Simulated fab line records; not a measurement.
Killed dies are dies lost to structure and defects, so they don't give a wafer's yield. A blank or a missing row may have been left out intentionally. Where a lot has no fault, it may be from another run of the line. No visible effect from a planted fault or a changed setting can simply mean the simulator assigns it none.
Matching of chambers	flow nand-harc	4 sister chambers for NHARC_P_BONDPAD_CMP_19 on cmp-04
The step polishes, t overpolish 30 s, cu recess touch 16 s, target thk 160.81 nm. 24 wafers are shown with their chamber, then 12 later ones without.

== EACH WAFER AND ITS CHAMBER ==
wafer	chamber	motor-current-A (A)	overpolish-run-s (s)
L080.1	1	15.3	29.997
L080.5	1	14.7	29.997
L080.6	2	11.4	30.022
L081.1	3	11.4	29.999
L081.2	0	14.5	29.999
L081.6	1	15.0	30.002
L083.2	0	14.4	29.996
L083.3	2	11.0	29.991
L083.4	1	14.8	29.992
L087.2	3	11.5	29.995
L087.3	2	11.8	29.985
L087.5	0	14.9	30.008
L086.2	2	11.1	30.008
L086.3	1	15.3	29.998
L086.5	2	11.2	30.013
L086.1	0	15.6	30.011
L086.4	3	11.7	30.004
L086.6	1	14.5	30.010
L088.2	3	11.7	30.002
L088.4	1	15.2	29.989
L088.5	2	11.6	30.011
L088.1	2	11.9	30.000
L088.3	0	14.9	29.988
L088.6	1	14.8	29.998

SIGNATURES (means of the wafers above)
reading	chamber 0	chamber 1	chamber 2	chamber 3	scatter within a chamber
motor-current-A	14.860	14.950	11.429	11.575	0.34
overpolish-run-s	30.00040	29.99788	30.00429	30.00000	0.00918
Rule: for each reading, subtract the chamber's mean from the wafer's reading, divide by that reading's scatter and square the result; add these up over the readings and take the root, which gives the wafer's distance from the chamber. The wafer belongs to the nearest chamber; if the next one is less than 2 further off, it can't be placed. The scatter: take each reading less its chamber's mean, square it, sum over the shown wafers, divide by the number of wafers less the number of chambers, and take the root.

== WAFERS WHOSE CHAMBER IS MISSING ==
wafer	motor-current-A (A)	overpolish-run-s (s)
L092.1	11.2	29.991
L092.4	15.7	30.001
L092.6	11.2	29.994
L094.1	14.3	30.003
L094.3	11.0	30.004
L094.5	11.9	29.993
L095.3	15.0	30.002
L095.5	14.2	30.004
L095.6	15.7	29.995
L097.2	15.2	29.999
L097.3	15.0	30.004
L097.5	14.7	29.994

== THE CHAMBER EACH PASSED THROUGH ==
wafer	from the rows above	in truth
L092.1	can't be placed: 3 or 2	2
L092.4	can't be placed: 1 or 0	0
L092.6	can't be placed: 3 or 2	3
L094.1	can't be placed: 0 or 1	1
L094.3	can't be placed: 2 or 3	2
L094.5	can't be placed: 3 or 2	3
L095.3	can't be placed: 0 or 1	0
L095.5	can't be placed: 0 or 1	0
L095.6	can't be placed: 1 or 0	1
L097.2	can't be placed: 1 or 0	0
L097.3	can't be placed: 0 or 1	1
L097.5	can't be placed: 0 or 1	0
Placed correctly: 0 of 12. From these rows, 12 cannot be placed; in 12 the true chamber is one of the candidates. Number placed wrongly: 0.
